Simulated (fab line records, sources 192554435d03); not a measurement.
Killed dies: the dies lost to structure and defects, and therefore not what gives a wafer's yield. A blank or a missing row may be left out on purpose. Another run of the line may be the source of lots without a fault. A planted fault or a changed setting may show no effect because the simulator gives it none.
fab line records / flow n5_finfet
[record] lots = 7 wafers = 39
route steps=1938 shown SD_EPI_N@288 SD_EPI_P@323 SD_ACTIVATION@331
start_h: the number of hours between the record's first day and the start of the first shown wafer of the lot / wait_h: how many hours have passed since the lot's step before this one / " as in the row above / L1.1+2: one row covering several wafers at once / - no value, or no start was given / * or withheld: withheld / < > ~ a bound
route shown NAME@n: a module of which the file shows steps, and the number in the route of the first / usual: mean/standard deviation of fault-free wafers / same: alike in all rows / chamber/n: place in a boat / sites: the reading at each site / _std_site: their standard deviation / _edge_site: outer sites' mean less inner sites' / radius_mm: for every site, how far away it sits from the centre of the wafer / mask NAME#n: copy n / behind: the last tool/chamber to shape the wafer / hold: why the lot went on hold/how many hours it stayed there/how the hold came to an end / device: the transistor (n, p or np) that didn't switch / end of line: at the end of the route, the tests of the same wafers / a step with no rows: only its recipe / killed: dies that structure and defects cost at the first sort, which is not the same as the wafer's yield / map: a wafer's dies, marking killed ones x, the rest . and places with no die _
set.NAME: the setting the step ran with; set.NAME@STEP: the setting that earlier step ran with / model.NAME: the simulator's own value behind a step, which no gauge read
lots with deliberately changed settings; one table per step, one row per wafer
[[steps]]
[step N5_SD_EPI_N_EPI_21]
[recipe] material = Si:P dopant = P temp_c = 680 pressure_torr = 255 time_s = 690
lot.wafer=L074.1 tool=epi_rpcvd-04 chamber=0 start_h=51.20 wait_h=0.1 set.epi_growth_time_s=746.5 model.Si-P_of_SD_EPI_N_EPI_21.thk_nm=62.6
lot.wafer=L074.2 tool=epi_rpcvd-04 chamber=0 start_h=51.20 wait_h=0.1 set.epi_growth_time_s=690 model.Si-P_of_SD_EPI_N_EPI_21.thk_nm=59.4
lot.wafer=L074.3 tool=epi_rpcvd-04 chamber=0 start_h=51.20 wait_h=0.1 set.epi_growth_time_s=690 model.Si-P_of_SD_EPI_N_EPI_21.thk_nm=59.2
lot.wafer=L074.4 tool=epi_rpcvd-04 chamber=0 start_h=51.20 wait_h=0.1 set.epi_growth_time_s=690 model.Si-P_of_SD_EPI_N_EPI_21.thk_nm=58.8
lot.wafer=L074.5 tool=epi_rpcvd-04 chamber=0 start_h=51.20 wait_h=0.1 set.epi_growth_time_s=746.5 model.Si-P_of_SD_EPI_N_EPI_21.thk_nm=62.8
lot.wafer=L074.6 tool=epi_rpcvd-04 chamber=0 start_h=51.20 wait_h=0.1 set.epi_growth_time_s=746.5 model.Si-P_of_SD_EPI_N_EPI_21.thk_nm=63.4
lot.wafer=L075.2+6 tool=epi_rpcvd-03 chamber=0 start_h=58.91 wait_h=0.4 set.epi_growth_time_s=690 model.Si-P_of_SD_EPI_N_EPI_21.thk_nm=59.6
lot.wafer=L075.3 tool=epi_rpcvd-03 chamber=0 start_h=58.91 wait_h=0.4 set.epi_growth_time_s=690 model.Si-P_of_SD_EPI_N_EPI_21.thk_nm=59
lot.wafer=L078.1+3 tool=epi_rpcvd-03 chamber=0 start_h=75.20 wait_h=0.1 set.epi_growth_time_s=728.7 model.Si-P_of_SD_EPI_N_EPI_21.thk_nm=62
lot.wafer=L078.2 tool=epi_rpcvd-03 chamber=0 start_h=75.20 wait_h=0.1 set.epi_growth_time_s=690 model.Si-P_of_SD_EPI_N_EPI_21.thk_nm=58.6
lot.wafer=L078.4 tool=epi_rpcvd-03 chamber=0 start_h=75.20 wait_h=0.1 set.epi_growth_time_s=728.7 model.Si-P_of_SD_EPI_N_EPI_21.thk_nm=60.8
lot.wafer=L078.5 tool=epi_rpcvd-03 chamber=0 start_h=75.20 wait_h=0.1 set.epi_growth_time_s=690 model.Si-P_of_SD_EPI_N_EPI_21.thk_nm=58.8
lot.wafer=L078.6 tool=epi_rpcvd-03 chamber=0 start_h=75.20 wait_h=0.1 set.epi_growth_time_s=690 model.Si-P_of_SD_EPI_N_EPI_21.thk_nm=59.4
lot.wafer=L082.1 tool=epi_rpcvd-03 chamber=0 start_h=100.44 wait_h=0.1 set.epi_growth_time_s=622.8 model.Si-P_of_SD_EPI_N_EPI_21.thk_nm=55
lot.wafer=L082.2+4 tool=epi_rpcvd-03 chamber=0 start_h=100.44 wait_h=0.1 set.epi_growth_time_s=622.8 model.Si-P_of_SD_EPI_N_EPI_21.thk_nm=54.6
lot.wafer=L082.3+5+6 tool=epi_rpcvd-03 chamber=0 start_h=100.44 wait_h=0.1 set.epi_growth_time_s=690 model.Si-P_of_SD_EPI_N_EPI_21.thk_nm=59
lot.wafer=L086.1 tool=epi_rpcvd-03 chamber=0 start_h=124.86 wait_h=0.1 set.epi_growth_time_s=690 model.Si-P_of_SD_EPI_N_EPI_21.thk_nm=58.6
lot.wafer=L086.2+6 tool=epi_rpcvd-03 chamber=0 start_h=124.86 wait_h=0.1 set.epi_growth_time_s=690 model.Si-P_of_SD_EPI_N_EPI_21.thk_nm=58.2
lot.wafer=L086.3+5 tool=epi_rpcvd-03 chamber=0 start_h=124.86 wait_h=0.1 set.epi_growth_time_s=760.9 model.Si-P_of_SD_EPI_N_EPI_21.thk_nm=62.8
lot.wafer=L086.4 tool=epi_rpcvd-03 chamber=0 start_h=124.86 wait_h=0.1 set.epi_growth_time_s=760.9 model.Si-P_of_SD_EPI_N_EPI_21.thk_nm=62.6
lot.wafer=L088.1 tool=epi_rpcvd-03 chamber=0 start_h=134.00 wait_h=0.1 set.epi_growth_time_s=690 model.Si-P_of_SD_EPI_N_EPI_21.thk_nm=59.2
lot.wafer=L088.2 tool=epi_rpcvd-03 chamber=0 start_h=134.00 wait_h=0.1 set.epi_growth_time_s=645.6 model.Si-P_of_SD_EPI_N_EPI_21.thk_nm=56.8
lot.wafer=L088.3+6 tool=epi_rpcvd-03 chamber=0 start_h=134.00 wait_h=0.1 set.epi_growth_time_s=645.6 model.Si-P_of_SD_EPI_N_EPI_21.thk_nm=56.6
lot.wafer=L088.4 tool=epi_rpcvd-03 chamber=0 start_h=134.00 wait_h=0.1 set.epi_growth_time_s=690 model.Si-P_of_SD_EPI_N_EPI_21.thk_nm=58.8
lot.wafer=L088.5 tool=epi_rpcvd-03 chamber=0 start_h=134.00 wait_h=0.1 set.epi_growth_time_s=690 model.Si-P_of_SD_EPI_N_EPI_21.thk_nm=59
lot.wafer=L096.1 tool=epi_rpcvd-03 chamber=0 start_h=182.09 wait_h=0.1 set.epi_growth_time_s=615.1 model.Si-P_of_SD_EPI_N_EPI_21.thk_nm=55
lot.wafer=L096.2+3 tool=epi_rpcvd-03 chamber=0 start_h=182.09 wait_h=0.1 set.epi_growth_time_s=615.1 model.Si-P_of_SD_EPI_N_EPI_21.thk_nm=54.4
lot.wafer=L096.4 tool=epi_rpcvd-03 chamber=0 start_h=182.09 wait_h=0.1 set.epi_growth_time_s=690 model.Si-P_of_SD_EPI_N_EPI_21.thk_nm=59.6
lot.wafer=L096.5 tool=epi_rpcvd-03 chamber=0 start_h=182.09 wait_h=0.1 set.epi_growth_time_s=690 model.Si-P_of_SD_EPI_N_EPI_21.thk_nm=58.8
lot.wafer=L096.6 tool=epi_rpcvd-03 chamber=0 start_h=182.09 wait_h=0.1 set.epi_growth_time_s=690 model.Si-P_of_SD_EPI_N_EPI_21.thk_nm=59.2
[step N5_SD_EPI_N_EPI_MEAS_23]
[recipe] mode = xrd
[usual] thk_nm = 58.9/1
lot.wafer=L074.1 tool=film_metro-01 chamber=- start_h=52.91 wait_h=1.4 set.epi_growth_time_s@SD_EPI_N_EPI_21=746.5 thk_nm=62.2
lot.wafer=L074.2 tool=film_metro-01 chamber=- start_h=52.91 wait_h=1.4 set.epi_growth_time_s@SD_EPI_N_EPI_21=690 thk_nm=60.1
lot.wafer=L074.3 tool=film_metro-01 chamber=- start_h=52.91 wait_h=1.4 set.epi_growth_time_s@SD_EPI_N_EPI_21=690 thk_nm=58.7
lot.wafer=L074.4 tool=film_metro-01 chamber=- start_h=52.91 wait_h=1.4 set.epi_growth_time_s@SD_EPI_N_EPI_21=690 thk_nm=59.1
lot.wafer=L074.5 tool=film_metro-01 chamber=- start_h=52.91 wait_h=1.4 set.epi_growth_time_s@SD_EPI_N_EPI_21=746.5 thk_nm=64.5
lot.wafer=L074.6 tool=film_metro-01 chamber=- start_h=52.91 wait_h=1.4 set.epi_growth_time_s@SD_EPI_N_EPI_21=746.5 thk_nm=64.9
lot.wafer=L075.2 tool=film_metro-02 chamber=- start_h=60.36 wait_h=1.2 set.epi_growth_time_s@SD_EPI_N_EPI_21=690 thk_nm=60.7
lot.wafer=L075.3 tool=film_metro-02 chamber=- start_h=60.36 wait_h=1.2 set.epi_growth_time_s@SD_EPI_N_EPI_21=690 thk_nm=59.5
lot.wafer=L075.6 tool=film_metro-02 chamber=- start_h=60.36 wait_h=1.2 set.epi_growth_time_s@SD_EPI_N_EPI_21=690 thk_nm=59.5
lot.wafer=L078.1 tool=film_metro-02 chamber=- start_h=76.91 wait_h=1.4 set.epi_growth_time_s@SD_EPI_N_EPI_21=728.7 thk_nm=61.8
lot.wafer=L078.2 tool=film_metro-02 chamber=- start_h=76.91 wait_h=1.4 set.epi_growth_time_s@SD_EPI_N_EPI_21=690 thk_nm=57.7
lot.wafer=L078.3 tool=film_metro-02 chamber=- start_h=76.91 wait_h=1.4 set.epi_growth_time_s@SD_EPI_N_EPI_21=728.7 thk_nm=61.6
lot.wafer=L078.4 tool=film_metro-02 chamber=- start_h=76.91 wait_h=1.4 set.epi_growth_time_s@SD_EPI_N_EPI_21=728.7 thk_nm=61.1
lot.wafer=L078.5 tool=film_metro-02 chamber=- start_h=76.91 wait_h=1.4 set.epi_growth_time_s@SD_EPI_N_EPI_21=690 thk_nm=59.0
lot.wafer=L078.6 tool=film_metro-02 chamber=- start_h=76.91 wait_h=1.4 set.epi_growth_time_s@SD_EPI_N_EPI_21=690 thk_nm=59.4
lot.wafer=L082.1 tool=film_metro-02 chamber=- start_h=102.16 wait_h=1.4 set.epi_growth_time_s@SD_EPI_N_EPI_21=622.8 thk_nm=51.9
lot.wafer=L082.2 tool=film_metro-02 chamber=- start_h=102.16 wait_h=1.4 set.epi_growth_time_s@SD_EPI_N_EPI_21=622.8 thk_nm=55.6
lot.wafer=L082.3 tool=film_metro-02 chamber=- start_h=102.16 wait_h=1.4 set.epi_growth_time_s@SD_EPI_N_EPI_21=690 thk_nm=60.9
lot.wafer=L082.4 tool=film_metro-02 chamber=- start_h=102.16 wait_h=1.4 set.epi_growth_time_s@SD_EPI_N_EPI_21=622.8 thk_nm=54.5
lot.wafer=L082.5 tool=film_metro-02 chamber=- start_h=102.16 wait_h=1.4 set.epi_growth_time_s@SD_EPI_N_EPI_21=690 thk_nm=56.4
lot.wafer=L082.6 tool=film_metro-02 chamber=- start_h=102.16 wait_h=1.4 set.epi_growth_time_s@SD_EPI_N_EPI_21=690 thk_nm=59.2
lot.wafer=L086.1 tool=film_metro-02 chamber=- start_h=126.60 wait_h=1.5 set.epi_growth_time_s@SD_EPI_N_EPI_21=690 thk_nm=58.9
lot.wafer=L086.2 tool=film_metro-02 chamber=- start_h=126.60 wait_h=1.5 set.epi_growth_time_s@SD_EPI_N_EPI_21=690 thk_nm=59.0
lot.wafer=L086.3 tool=film_metro-02 chamber=- start_h=126.60 wait_h=1.5 set.epi_growth_time_s@SD_EPI_N_EPI_21=760.9 thk_nm=63.3
lot.wafer=L086.4 tool=film_metro-02 chamber=- start_h=126.60 wait_h=1.5 set.epi_growth_time_s@SD_EPI_N_EPI_21=760.9 thk_nm=62.9
lot.wafer=L086.5 tool=film_metro-02 chamber=- start_h=126.60 wait_h=1.5 set.epi_growth_time_s@SD_EPI_N_EPI_21=760.9 thk_nm=63.5
lot.wafer=L086.6 tool=film_metro-02 chamber=- start_h=126.60 wait_h=1.5 set.epi_growth_time_s@SD_EPI_N_EPI_21=690 thk_nm=57.7
lot.wafer=L088.1 tool=film_metro-02 chamber=- start_h=135.71 wait_h=1.4 set.epi_growth_time_s@SD_EPI_N_EPI_21=690 thk_nm=59.9
lot.wafer=L088.2 tool=film_metro-02 chamber=- start_h=135.71 wait_h=1.4 set.epi_growth_time_s@SD_EPI_N_EPI_21=645.6 thk_nm=57.1
lot.wafer=L088.3 tool=film_metro-02 chamber=- start_h=135.71 wait_h=1.4 set.epi_growth_time_s@SD_EPI_N_EPI_21=645.6 thk_nm=56.1
lot.wafer=L088.4 tool=film_metro-02 chamber=- start_h=135.71 wait_h=1.4 set.epi_growth_time_s@SD_EPI_N_EPI_21=690 thk_nm=59.4
lot.wafer=L088.5 tool=film_metro-02 chamber=- start_h=135.71 wait_h=1.4 set.epi_growth_time_s@SD_EPI_N_EPI_21=690 thk_nm=59.9
lot.wafer=L088.6 tool=film_metro-02 chamber=- start_h=135.71 wait_h=1.4 set.epi_growth_time_s@SD_EPI_N_EPI_21=645.6 thk_nm=57.3
lot.wafer=L096.1 tool=film_metro-02 chamber=- start_h=183.80 wait_h=1.4 set.epi_growth_time_s@SD_EPI_N_EPI_21=615.1 thk_nm=54.5
lot.wafer=L096.2 tool=film_metro-02 chamber=- start_h=183.80 wait_h=1.4 set.epi_growth_time_s@SD_EPI_N_EPI_21=615.1 thk_nm=53.4
lot.wafer=L096.3 tool=film_metro-02 chamber=- start_h=183.80 wait_h=1.4 set.epi_growth_time_s@SD_EPI_N_EPI_21=615.1 thk_nm=54.1
lot.wafer=L096.4 tool=film_metro-02 chamber=- start_h=183.80 wait_h=1.4 set.epi_growth_time_s@SD_EPI_N_EPI_21=690 thk_nm=59.9
lot.wafer=L096.5 tool=film_metro-02 chamber=- start_h=183.80 wait_h=1.4 set.epi_growth_time_s@SD_EPI_N_EPI_21=690 thk_nm=59.3
lot.wafer=L096.6 tool=film_metro-02 chamber=- start_h=183.80 wait_h=1.4 set.epi_growth_time_s@SD_EPI_N_EPI_21=690 thk_nm=59.3
[step N5_SD_EPI_N_PRECLEAN_24]
[recipe] chemistry = O3/DIW time_s = 60 temp_c = 22 o3_ppm = 10
[step N5_SD_EPI_N_SRD_25]
[recipe] time_s = 30 temp_c = 23 rinse_liquid = diw dry = ipa_marangoni
[step N5_SD_EPI_P_HM_STRIP_48]
[recipe] chemistry = H3PO4 temp_c = 160 material = SiNx target = SiNx target_depth_a = 30 overetch_fraction = 0.3
[step N5_SD_EPI_P_SRD_49]
[recipe] dry = ipa_marangoni time_s = 30 temp_c = 23 rinse_liquid = diw
[step N5_SD_EPI_P_PRECLEAN_24]
[recipe] chemistry = O3/DIW time_s = 45 temp_c = 22 o3_ppm = 10
lot.wafer=L074.1 tool=wet_bench-05 chamber=0 start_h=57.66 wait_h=0.0 set.epi_growth_time_s@SD_EPI_N_EPI_21=746.5 model.Si-P_of_SD_EPI_N_EPI_21.thk_nm=61.6
lot.wafer=L074.2 tool=wet_bench-05 chamber=3 start_h=57.66 wait_h=0.0 set.epi_growth_time_s@SD_EPI_N_EPI_21=690 model.Si-P_of_SD_EPI_N_EPI_21.thk_nm=58.6
lot.wafer=L074.3 tool=wet_bench-05 chamber=7 start_h=57.66 wait_h=0.0 set.epi_growth_time_s@SD_EPI_N_EPI_21=690 model.Si-P_of_SD_EPI_N_EPI_21.thk_nm=58.4
lot.wafer=L074.4 tool=wet_bench-05 chamber=5 start_h=57.66 wait_h=0.0 set.epi_growth_time_s@SD_EPI_N_EPI_21=690 model.Si-P_of_SD_EPI_N_EPI_21.thk_nm=58
lot.wafer=L074.5 tool=wet_bench-05 chamber=6 start_h=57.66 wait_h=0.0 set.epi_growth_time_s@SD_EPI_N_EPI_21=746.5 model.Si-P_of_SD_EPI_N_EPI_21.thk_nm=62
lot.wafer=L074.6 tool=wet_bench-05 chamber=4 start_h=57.66 wait_h=0.0 set.epi_growth_time_s@SD_EPI_N_EPI_21=746.5 model.Si-P_of_SD_EPI_N_EPI_21.thk_nm=62.4
lot.wafer=L075.2+6 tool=wet_bench-05 chamber=4,6 start_h=65.67 wait_h=0.0 set.epi_growth_time_s@SD_EPI_N_EPI_21=690 model.Si-P_of_SD_EPI_N_EPI_21.thk_nm=58.8
lot.wafer=L075.3 tool=wet_bench-05 chamber=1 start_h=65.67 wait_h=0.0 set.epi_growth_time_s@SD_EPI_N_EPI_21=690 model.Si-P_of_SD_EPI_N_EPI_21.thk_nm=58.2
lot.wafer=L078.1+3 tool=wet_bench-05 chamber=7,6 start_h=82.56 wait_h=0.0 set.epi_growth_time_s@SD_EPI_N_EPI_21=728.7 model.Si-P_of_SD_EPI_N_EPI_21.thk_nm=61
lot.wafer=L078.2 tool=wet_bench-05 chamber=4 start_h=82.56 wait_h=0.0 set.epi_growth_time_s@SD_EPI_N_EPI_21=690 model.Si-P_of_SD_EPI_N_EPI_21.thk_nm=57.8
lot.wafer=L078.4 tool=wet_bench-05 chamber=3 start_h=82.56 wait_h=0.0 set.epi_growth_time_s@SD_EPI_N_EPI_21=728.7 model.Si-P_of_SD_EPI_N_EPI_21.thk_nm=60
lot.wafer=L078.5 tool=wet_bench-05 chamber=0 start_h=82.56 wait_h=0.0 set.epi_growth_time_s@SD_EPI_N_EPI_21=690 model.Si-P_of_SD_EPI_N_EPI_21.thk_nm=58
lot.wafer=L078.6 tool=wet_bench-05 chamber=5 start_h=82.56 wait_h=0.0 set.epi_growth_time_s@SD_EPI_N_EPI_21=690 model.Si-P_of_SD_EPI_N_EPI_21.thk_nm=58.6
lot.wafer=L082.1 tool=wet_bench-02 chamber=3 start_h=106.81 wait_h=0.0 set.epi_growth_time_s@SD_EPI_N_EPI_21=622.8 model.Si-P_of_SD_EPI_N_EPI_21.thk_nm=54.2
lot.wafer=L082.2 tool=wet_bench-02 chamber=1 start_h=106.81 wait_h=0.0 set.epi_growth_time_s@SD_EPI_N_EPI_21=622.8 model.Si-P_of_SD_EPI_N_EPI_21.thk_nm=53.8
lot.wafer=L082.3+5+6 tool=wet_bench-02 chamber=2,0,4 start_h=106.81 wait_h=0.0 set.epi_growth_time_s@SD_EPI_N_EPI_21=690 model.Si-P_of_SD_EPI_N_EPI_21.thk_nm=58.2
lot.wafer=L082.4 tool=wet_bench-02 chamber=5 start_h=106.81 wait_h=0.0 set.epi_growth_time_s@SD_EPI_N_EPI_21=622.8 model.Si-P_of_SD_EPI_N_EPI_21.thk_nm=54
lot.wafer=L086.1 tool=wet_bench-02 chamber=0 start_h=134.43 wait_h=0.0 set.epi_growth_time_s@SD_EPI_N_EPI_21=690 model.Si-P_of_SD_EPI_N_EPI_21.thk_nm=57.8
lot.wafer=L086.2+6 tool=wet_bench-02 chamber=4,3 start_h=134.43 wait_h=0.0 set.epi_growth_time_s@SD_EPI_N_EPI_21=690 model.Si-P_of_SD_EPI_N_EPI_21.thk_nm=57.4
lot.wafer=L086.3+4 tool=wet_bench-02 chamber=1,2 start_h=134.43 wait_h=0.0 set.epi_growth_time_s@SD_EPI_N_EPI_21=760.9 model.Si-P_of_SD_EPI_N_EPI_21.thk_nm=61.8
lot.wafer=L086.5 tool=wet_bench-02 chamber=7 start_h=134.43 wait_h=0.0 set.epi_growth_time_s@SD_EPI_N_EPI_21=760.9 model.Si-P_of_SD_EPI_N_EPI_21.thk_nm=62
lot.wafer=L088.1 tool=wet_bench-02 chamber=4 start_h=141.73 wait_h=0.0 set.epi_growth_time_s@SD_EPI_N_EPI_21=690 model.Si-P_of_SD_EPI_N_EPI_21.thk_nm=58.4
lot.wafer=L088.2 tool=wet_bench-02 chamber=7 start_h=141.73 wait_h=0.0 set.epi_growth_time_s@SD_EPI_N_EPI_21=645.6 model.Si-P_of_SD_EPI_N_EPI_21.thk_nm=56
lot.wafer=L088.3+6 tool=wet_bench-02 chamber=0,1 start_h=141.73 wait_h=0.0 set.epi_growth_time_s@SD_EPI_N_EPI_21=645.6 model.Si-P_of_SD_EPI_N_EPI_21.thk_nm=55.8
lot.wafer=L088.4 tool=wet_bench-02 chamber=3 start_h=141.73 wait_h=0.0 set.epi_growth_time_s@SD_EPI_N_EPI_21=690 model.Si-P_of_SD_EPI_N_EPI_21.thk_nm=58
lot.wafer=L088.5 tool=wet_bench-02 chamber=2 start_h=141.73 wait_h=0.0 set.epi_growth_time_s@SD_EPI_N_EPI_21=690 model.Si-P_of_SD_EPI_N_EPI_21.thk_nm=58.2
lot.wafer=L096.1 tool=wet_bench-02 chamber=2 start_h=188.51 wait_h=0.0 set.epi_growth_time_s@SD_EPI_N_EPI_21=615.1 model.Si-P_of_SD_EPI_N_EPI_21.thk_nm=54.2
lot.wafer=L096.2+3 tool=wet_bench-02 chamber=6,1 start_h=188.51 wait_h=0.0 set.epi_growth_time_s@SD_EPI_N_EPI_21=615.1 model.Si-P_of_SD_EPI_N_EPI_21.thk_nm=53.6
lot.wafer=L096.4 tool=wet_bench-02 chamber=3 start_h=188.51 wait_h=0.0 set.epi_growth_time_s@SD_EPI_N_EPI_21=690 model.Si-P_of_SD_EPI_N_EPI_21.thk_nm=58.8
lot.wafer=L096.5 tool=wet_bench-02 chamber=5 start_h=188.51 wait_h=0.0 set.epi_growth_time_s@SD_EPI_N_EPI_21=690 model.Si-P_of_SD_EPI_N_EPI_21.thk_nm=58
lot.wafer=L096.6 tool=wet_bench-02 chamber=4 start_h=188.51 wait_h=0.0 set.epi_growth_time_s@SD_EPI_N_EPI_21=690 model.Si-P_of_SD_EPI_N_EPI_21.thk_nm=58.4
[step N5_SD_ACTIVATION_LSA_01]
[recipe] temp_c = 1080 time_s = 0.0008 ambient = N2
[usual] wafer_temp_C_max = 1085.0/1.1
lot.wafer=L074.1 tool=laser_anneal-01 chamber=0 start_h=58.05 wait_h=0.2 set.temp_c=1080 wafer_temp_C_max=1082.9
lot.wafer=L074.2 tool=laser_anneal-01 chamber=0 start_h=58.05 wait_h=0.2 set.temp_c=1080 wafer_temp_C_max=1085.6
lot.wafer=L074.3 tool=laser_anneal-01 chamber=0 start_h=58.05 wait_h=0.2 set.temp_c=1074 wafer_temp_C_max=1077.5
lot.wafer=L074.4 tool=laser_anneal-01 chamber=0 start_h=58.05 wait_h=0.2 set.temp_c=1074 wafer_temp_C_max=1078.6
lot.wafer=L074.5 tool=laser_anneal-01 chamber=0 start_h=58.05 wait_h=0.2 set.temp_c=1080 wafer_temp_C_max=1084.4
lot.wafer=L074.6 tool=laser_anneal-01 chamber=0 start_h=58.05 wait_h=0.2 set.temp_c=1074 wafer_temp_C_max=1078.8
lot.wafer=L075.2 tool=laser_anneal-01 chamber=0 start_h=66.00 wait_h=0.2 set.temp_c=1080 wafer_temp_C_max=1086.6
lot.wafer=L075.3 tool=laser_anneal-01 chamber=0 start_h=66.00 wait_h=0.2 set.temp_c=1080 wafer_temp_C_max=1084.6
lot.wafer=L075.6 tool=laser_anneal-01 chamber=0 start_h=66.00 wait_h=0.2 set.temp_c=1080 wafer_temp_C_max=1083.9
lot.wafer=L078.1 tool=laser_anneal-01 chamber=0 start_h=82.85 wait_h=0.2 set.temp_c=1080 wafer_temp_C_max=1083.5
lot.wafer=L078.2 tool=laser_anneal-01 chamber=0 start_h=82.85 wait_h=0.2 set.temp_c=1080 wafer_temp_C_max=1085.0
lot.wafer=L078.3 tool=laser_anneal-01 chamber=0 start_h=82.85 wait_h=0.2 set.temp_c=1080 wafer_temp_C_max=1085.5
lot.wafer=L078.4 tool=laser_anneal-01 chamber=0 start_h=82.85 wait_h=0.2 set.temp_c=1095 wafer_temp_C_max=1100.2
lot.wafer=L078.5 tool=laser_anneal-01 chamber=0 start_h=82.85 wait_h=0.2 set.temp_c=1095 wafer_temp_C_max=1099.5
lot.wafer=L078.6 tool=laser_anneal-01 chamber=0 start_h=82.85 wait_h=0.2 set.temp_c=1095 wafer_temp_C_max=1098.5
lot.wafer=L082.1 tool=laser_anneal-02 chamber=0 start_h=107.12 wait_h=0.2 set.temp_c=1080 wafer_temp_C_max=1087.8
lot.wafer=L082.2 tool=laser_anneal-02 chamber=0 start_h=107.12 wait_h=0.2 set.temp_c=1067 wafer_temp_C_max=1072.2
lot.wafer=L082.3 tool=laser_anneal-02 chamber=0 start_h=107.12 wait_h=0.2 set.temp_c=1067 wafer_temp_C_max=1072.7
lot.wafer=L082.4 tool=laser_anneal-02 chamber=0 start_h=107.12 wait_h=0.2 set.temp_c=1080 wafer_temp_C_max=1085.0
lot.wafer=L082.5 tool=laser_anneal-02 chamber=0 start_h=107.12 wait_h=0.2 set.temp_c=1067 wafer_temp_C_max=1072.8
lot.wafer=L082.6 tool=laser_anneal-02 chamber=0 start_h=107.12 wait_h=0.2 set.temp_c=1080 wafer_temp_C_max=1085.8
lot.wafer=L086.1 tool=laser_anneal-02 chamber=0 start_h=134.72 wait_h=0.2 set.temp_c=1073 wafer_temp_C_max=1078.1
lot.wafer=L086.2 tool=laser_anneal-02 chamber=0 start_h=134.72 wait_h=0.2 set.temp_c=1080 wafer_temp_C_max=1085.4
lot.wafer=L086.3 tool=laser_anneal-02 chamber=0 start_h=134.72 wait_h=0.2 set.temp_c=1073 wafer_temp_C_max=1078.8
lot.wafer=L086.4 tool=laser_anneal-02 chamber=0 start_h=134.72 wait_h=0.2 set.temp_c=1080 wafer_temp_C_max=1087.9
lot.wafer=L086.5 tool=laser_anneal-02 chamber=0 start_h=134.72 wait_h=0.2 set.temp_c=1073 wafer_temp_C_max=1076.9
lot.wafer=L086.6 tool=laser_anneal-02 chamber=0 start_h=134.72 wait_h=0.2 set.temp_c=1080 wafer_temp_C_max=1085.9
lot.wafer=L088.1 tool=laser_anneal-02 chamber=0 start_h=142.04 wait_h=0.2 set.temp_c=1080 wafer_temp_C_max=1086.9
lot.wafer=L088.2 tool=laser_anneal-02 chamber=0 start_h=142.04 wait_h=0.2 set.temp_c=1080 wafer_temp_C_max=1086.0
lot.wafer=L088.3 tool=laser_anneal-02 chamber=0 start_h=142.04 wait_h=0.2 set.temp_c=1080 wafer_temp_C_max=1086.2
lot.wafer=L088.4 tool=laser_anneal-02 chamber=0 start_h=142.04 wait_h=0.2 set.temp_c=1080 wafer_temp_C_max=1086.9
lot.wafer=L088.5 tool=laser_anneal-02 chamber=0 start_h=142.04 wait_h=0.2 set.temp_c=1080 wafer_temp_C_max=1088.0
lot.wafer=L088.6 tool=laser_anneal-02 chamber=0 start_h=142.04 wait_h=0.2 set.temp_c=1080 wafer_temp_C_max=1084.3
lot.wafer=L096.1 tool=laser_anneal-02 chamber=0 start_h=188.80 wait_h=0.2 set.temp_c=1071 wafer_temp_C_max=1075.6
lot.wafer=L096.2 tool=laser_anneal-02 chamber=0 start_h=188.80 wait_h=0.2 set.temp_c=1071 wafer_temp_C_max=1077.1
lot.wafer=L096.3 tool=laser_anneal-02 chamber=0 start_h=188.80 wait_h=0.2 set.temp_c=1080 wafer_temp_C_max=1085.8
lot.wafer=L096.4 tool=laser_anneal-02 chamber=0 start_h=188.80 wait_h=0.2 set.temp_c=1071 wafer_temp_C_max=1075.9
lot.wafer=L096.5 tool=laser_anneal-02 chamber=0 start_h=188.80 wait_h=0.2 set.temp_c=1080 wafer_temp_C_max=1086.1
lot.wafer=L096.6 tool=laser_anneal-02 chamber=0 start_h=188.80 wait_h=0.2 set.temp_c=1080 wafer_temp_C_max=1087.1
[[key]]
[split] step = N5_SD_EPI_N_EPI_21 setting = epi_growth_time_s stated = 690 by = wafer
[response] step = N5_SD_EPI_N_EPI_21 reading = model.Si-P_of_SD_EPI_N_EPI_21.thk_nm change = +0.432 per = 1% r = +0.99
[response] step = N5_SD_EPI_N_EPI_MEAS_23 reading = thk_nm change = * per = 1% r = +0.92
[response] step = N5_SD_EPI_P_PRECLEAN_24 reading = model.Si-P_of_SD_EPI_N_EPI_21.thk_nm change = +0.425 per = 1% r = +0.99
[split] step = N5_SD_ACTIVATION_LSA_01 setting = temp_c stated = 1080 by = wafer
[response] step = N5_SD_ACTIVATION_LSA_01 reading = wafer_temp_C_max change = * per = 1% r = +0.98
